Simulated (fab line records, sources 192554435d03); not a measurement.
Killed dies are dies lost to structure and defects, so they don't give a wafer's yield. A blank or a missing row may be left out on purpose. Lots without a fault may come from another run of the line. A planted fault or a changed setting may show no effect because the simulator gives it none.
A struck lot beside a sound one | flow n5_finfet | 17 steps out of a route of 1938
Sound: wafers L172.3, L172.4, L172.5. Struck: wafer L178.1. (L178.3, L178.6 of the same lot were not struck and are left out.) The cause comes at the end.
At each step with rows: each side's tool, then ch and its chambers, then its first start. Under that, the readings that differ: sound wafers | struck wafers | difference of the means | sigmas: that difference in standard deviations of wafers without a fault.
alike: readings whose means differ by less than 2 such deviations, and words and numbers that are the same on both sides. not compared: withheld readings, readings that some wafer has no value for, bounds like >300 that may hide the same value, and numbers for which the record gives no deviation and whose values overlap.
The two part at a step that has a row with sigmas, a row that says differs or no value, or rows on one side only. Numbers that don't overlap but have no deviation are shown without sigmas and don't part them. A reading that every wafer of one side lacks parts them only if that side has two wafers or more.

first, 4 steps without rows for these wafers: N5_BEOL_M11_HM_STRIP_39 (strips TiN in peroxide tin strip, target depth 25 nm, time 158 s); N5_BEOL_M11_SRD_40 (time 30 s); N5_BEOL_M11_PRECLEAN_42 (cleans in residue remover, time 60 s); N5_BEOL_M11_SRD_43 (time 30 s).
N5_BEOL_M11_CD_MEAS_35: target cd 70 nm.
  sound on cd_sem-02, day 11 10:14; struck on cd_sem-01, day 13 07:51
  alike: cd_nm
N5_BEOL_M11_CURE_72: cures SiCOH lowk, time 120 s.
  sound on uv_cure-03 ch 1, day 11 10:23; struck on uv_cure-01 ch 2, day 13 08:04
  alike: lamp_power_pct, wafer_temp_C_max
N5_BEOL_M11_DEGAS_44: time 60 s.
  sound on pvd_sputter-01, day 11 10:45; struck on pvd_sputter-01, day 13 10:00
  alike: heater_power_w
then, 1 step without rows for these wafers: N5_BEOL_M11_PRE_CLEAN_45 (time 30 s).
N5_BEOL_M11_ALD_74: deposits TaN, target thk 2 nm, pulse time 2 s, purge time 3 s.
  sound on ald_metal-01 ch 1,2,3, day 11 10:52; struck on ald_metal-03 ch 0, day 13 10:06
  alike: heater_power_w
  not compared: since_wet_clean_h
N5_BEOL_M11_SURFACE_TREAT_76:
  sound on pvd_sputter-03, day 11 11:11; struck on pvd_sputter-01, day 13 10:26
  not compared: pressure_mtorr, throttle_valve_pct
then, 1 step without rows for these wafers: N5_BEOL_M11_CVD_75 (deposits Co from CCTBA/H2, target thk 2 nm, time 138.9 s).
N5_BEOL_M11_SPUTTER_48: material Cu, target thk 12 nm, time 2 s.
  sound on pvd_sputter-01, day 11 11:23; struck on pvd_sputter-01, day 13 10:40
  reading                | sound          | struck | difference | sigmas
  throttle_valve_pct (%) | 28.4 31.1 31.0 | 28.2   | -2.0       | -2
N5_BEOL_M11_ECD_50: material Cu, target thk 318 nm.
  sound on ecd_cu-01 ch 0,1, day 11 11:32; struck on ecd_cu-01 ch 0, day 13 10:47
  reading                                 | sound         | struck | difference | sigmas
  model.Cu_of_BEOL_M11_ECD_50.thk_nm (nm) | 317 315.4 320 | 168.2  | -149.3     |
then, 1 step without rows for these wafers: N5_BEOL_M11_ANNEAL_51 (time 90 s).
N5_BEOL_M11_CMP_52: polishes, stops on SiCOH lowk, t overpolish 7 s, target thk 140 nm.
  sound on cmp-01 ch 1,2,3, day 11 11:59; struck on cmp-02 ch 2, day 13 11:28
  reading                | sound    | struck | difference | sigmas
  time_to_endpoint_s (s) | 65 70 58 | 40     | -24        | -6
  alike: clearing_platen_down_force_psi, clearing_platen_rpm, motor_current_A
N5_BEOL_M11_THK_MEAS_53: measures by xrf.
  sound on film_metro-01, day 11 12:13; struck on film_metro-02, day 13 11:41
  alike: M11_THK
N5_PASSIVATION_PROBE_49:
  sound on prober-02, day 13 07:29; struck on prober-02, day 15 08:38
  reading             | sound    | struck | difference | sigmas
  killed_at_front_end | 55 44 50 | 18     | -32        | -3
  killed_short        | 41 34 46 | 18     | -22        | -3
  alike: defect_limited_yield, killed_at_M0_to_M3, killed_at_M4_up, killed_at_contacts, killed_at_other, killed_dies, killed_open, sort_bin_5_function, sort_bin_6_memory, sort_bin_8_speed, sort_n_pass, sort_yield_pct

WHERE THEY PART
First at N5_BEOL_M11_SPUTTER_48; last, within this record, at N5_PASSIVATION_PROBE_49.

WHY: what the simulator had put in
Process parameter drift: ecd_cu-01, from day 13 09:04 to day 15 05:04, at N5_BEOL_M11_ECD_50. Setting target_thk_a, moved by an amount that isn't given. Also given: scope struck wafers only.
